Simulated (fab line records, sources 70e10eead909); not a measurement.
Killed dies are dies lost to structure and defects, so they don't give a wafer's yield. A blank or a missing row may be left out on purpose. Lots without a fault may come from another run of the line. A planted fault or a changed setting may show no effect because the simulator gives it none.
Chamber matching | flow nand_harc | NHARC_A_CONTACT_ETCH_91 on rie_diel-05: 4 sister chambers
The step etches the open film in CH3F/O2, target depth 40 nm, time 85.7 s. 4 wafers are shown with their chamber, then 12 later ones without.

WAFERS WITH THEIR CHAMBER
wafer  | chamber | drypump_motor_current_A (A)
L087.1 | 3       | 5.9
L087.6 | 0       | 5.5
L089.1 | 2       | 5.8
L089.6 | 1       | 6.6

WAFERS WITHOUT THEIR CHAMBER
wafer  | drypump_motor_current_A (A)
L090.1 | 6.6
L090.3 | 5.4
L090.5 | 5.4
L094.1 | 5.4
L094.2 | 5.9
L094.4 | 5.7
L095.2 | 5.9
L095.3 | 5.5
L095.6 | 5.5
L097.2 | 5.8
L097.3 | 5.4
L097.6 | 5.7

WHICH CHAMBER EACH WENT THROUGH
wafer  | from the rows above          | in truth
L090.1 | 1                            | 1
L090.3 | 0                            | 0
L090.5 | 0                            | 0
L094.1 | 0                            | 0
L094.2 | can't be placed: 3 or 2      | 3
L094.4 | can't be placed: 2 or 0 or 3 | 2
L095.2 | can't be placed: 3 or 2      | 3
L095.3 | 0                            | 0
L095.6 | 0                            | 0
L097.2 | can't be placed: 2 or 3      | 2
L097.3 | 0                            | 0
L097.6 | can't be placed: 2 or 0 or 3 | 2
Placed correctly: 7 of 12. Can't be placed from these rows: 5 (the true chamber is among the candidates in 5). Placed wrongly: 0.
How it was worked out, from the rows above alone: a wafer's distance from a chamber is the root of the sum, over the readings, of the square of ((its reading less the chamber's mean) divided by the reading's scatter). The wafer belongs to the nearest chamber; if the next one is less than 2 further off, it can't be placed. A chamber's mean is the mean of its shown wafers. The scatter: with one shown wafer a chamber, the root of the mean of the squares of how far each hidden wafer lies from its nearest shown one.
